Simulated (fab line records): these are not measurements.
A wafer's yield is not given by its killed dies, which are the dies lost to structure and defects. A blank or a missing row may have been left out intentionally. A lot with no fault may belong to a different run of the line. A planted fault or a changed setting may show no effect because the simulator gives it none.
What tool caused it? -- flow nand harc -- Sampling: 24 lots, 72 wafers, 3 of 1159 route steps

== WHAT EACH GAUGE READ, for each wafer ==
NHARC_A_CONTACT_CD_MEAS_15. Usual: cd nm at 90.1 nm, with a standard deviation of 0.51.
lot,measured,on,cd nm (nm),flag
L074,day 17 00:59,cd sem-01,89.8 90.5 90.0,
L076,day 18 06:44,cd sem-03,90.1 89.8 90.2,
L078,day 18 12:07,cd sem-02,89.1 89.5 89.5,
L075,day 18 15:12,cd sem-03,90.8 91.0 90.9,
L077,day 18 22:07,cd sem-01,89.1 89.9 89.9,
L081,day 18 22:32,cd sem-03,90.2 89.9 90.4,
L080,day 19 05:31,cd sem-01,89.4 89.5 90.0,
L082,day 19 08:05,cd sem-01,89.8 90.6 90.7,
L079,day 19 11:52,cd sem-03,90.2 89.1 90.2,
L084,day 19 16:11,cd sem-02,89.8 90.2 89.9,
L083,day 19 19:26,cd sem-01,90.7 89.9 91.5,
L086,day 19 22:39,cd sem-03,90.0 89.5 89.8,
L085,day 20 02:58,cd sem-03,90.0 90.1 90.2,
L087,day 20 04:27,cd sem-02,90.2 90.9 90.6,
L089,day 20 16:54,cd sem-03,89.4 89.9 89.1,
L091,day 21 12:04,cd sem-02,90.9 90.5 90.0,
L093,day 21 13:26,cd sem-02,89.8 90.2 90.3,
L088,day 21 15:21,cd sem-02,90.0 89.8 89.0,
L090,day 21 20:08,cd sem-03,90.2 90.2 89.6,
L092,day 21 21:17,cd sem-03,90.9 90.8 91.5,
L096,day 22 01:52,cd sem-02,89.4 89.9 89.4,
L094,day 22 02:09,cd sem-02,90.8 90.0 90.2,
L095,day 22 07:07,cd sem-01,90.0 90.3 90.2,
L097,day 23 03:20,cd sem-02,90.4 90.0 89.9,

NHARC_A_BLC_CD_MEAS_10 targets a cd of 100 nm. Usual: cd nm at 100.0 nm, with a standard deviation of 0.58.
lot,measured,on,cd nm (nm),flag
L074,day 17 13:58,cd sem-01,100.2 100.7 99.8,
L076,day 18 10:13,cd sem-02,100.5 100.6 99.5,
L078,day 18 15:10,cd sem-03,99.2 99.0 99.6,
L075,day 18 20:19,cd sem-02,98.7 99.6 100.2,
L077,day 19 01:01,cd sem-01,100.7 100.0 100.0,
L081,day 19 02:31,cd sem-01,98.9 99.3 99.1,
L080,day 19 16:43,cd sem-02,100.0 100.3 101.1,
L082,day 19 18:11,cd sem-02,98.3 98.6 99.0,
L079,day 19 20:55,cd sem-03,99.9 100.1 100.7,
L084,day 19 22:44,cd sem-01,100.9 100.5 100.7,
L083,day 20 00:34,cd sem-03,100.5 100.1 99.9,
L086,day 20 04:02,cd sem-01,101.1 100.3 100.7,
L085,day 20 05:58,cd sem-02,100.0 100.1 100.5,
L087,day 20 07:32,cd sem-02,99.8 100.9 100.5,
L089,day 21 00:43,cd sem-01,100.0 99.9 101.6,
L091,day 21 17:59,cd sem-02,99.4 99.4 99.7,
L093,day 21 19:15,cd sem-02,100.2 99.8 99.9,
L088,day 21 20:16,cd sem-01,100.1 99.8 99.9,
L090,day 21 23:08,cd sem-03,100.7 99.7 101.2,
L092,day 22 00:53,cd sem-02,99.8 100.3 100.1,
L096,day 22 06:02,cd sem-03,99.9 99.7 100.1,
L094,day 22 06:45,cd sem-02,98.8 100.2 99.2,
L095,day 22 13:20,cd sem-01,100.1 100.7 100.1,
L097,day 23 06:28,cd sem-02,100.3 100.0 99.1,

== WHAT TOOL EACH LOT RAN ON (gives the tool, then ch and the chambers of the sampled wafers, and finally the start) ==
lot,NHARC_A_CONTACT_ETCH_136
L074,"har cap etch-03 ch 1, day 16 23:59"
L076,"har cap etch-03 ch 0,1, day 18 05:47"
L078,"har cap etch-03 ch 0,1, day 18 11:08"
L075,"har cap etch-03 ch 0,1, day 18 14:14"
L077,"har cap etch-03 ch 0,1, day 18 21:10"
L081,"har cap etch-01 ch 0,1, day 18 21:35"
L080,"har cap etch-01 ch 0,1, day 19 04:31"
L082,"har cap etch-01 ch 0, day 19 07:06"
L079,"har cap etch-03 ch 0,1, day 19 10:53"
L084,"har cap etch-02 ch 0,1, day 19 15:11"
L083,"har cap etch-03 ch 0,1, day 19 18:26"
L086,"har cap etch-03 ch 0, day 19 21:38"
L085,"har cap etch-01 ch 0, day 20 01:49"
L087,"har cap etch-03 ch 0,1, day 20 03:16"
L089,"har cap etch-03 ch 0,1, day 20 15:56"
L091,"har cap etch-02 ch 0,1, day 21 11:07"
L093,"har cap etch-01 ch 0,1, day 21 12:26"
L088,"har cap etch-03 ch 0,1, day 21 14:24"
L090,"har cap etch-02 ch 0,1, day 21 19:09"
L092,"har cap etch-01 ch 0,1, day 21 20:17"
L096,"har cap etch-03 ch 1, day 22 00:54"
L094,"har cap etch-01 ch 0,1, day 22 01:10"
L095,"har cap etch-02 ch 0,1, day 22 05:37"
L097,"har cap etch-02 ch 0,1, day 23 02:20"
- NHARC_A_CONTACT_ETCH_136: etches the open film in C4F8/O2/Ar, time 132 s, target depth 1287 nm.

== AS READ BY THE TOOLS THEMSELVES (means over the sampled wafers that have a number; for cases with no such wafer, the mark the record gives instead) ==
The record holds no such reading with a usual standard deviation.

== THE ANSWER, worked out from the rows above alone ==
Rule: a lot is off if the mean of its wafers that have a number lies more than 3 standard deviations from the usual mean. Also off: a lot with no number at a reading for which 4 or more lots have one. Any other lot the step has rows for is counted as sound. Order of review: gauges by route order, followed by the tools' own readings, for which a lot's mean as printed above is used. The first step at which some lot is off is used, and at that step the reading that is off furthest; a lot without a number counts as furthest.
Across all readings shown, no lot is off: no conclusion can be drawn from this.

== WHAT WAS PUT IN BY THE SIMULATOR ==
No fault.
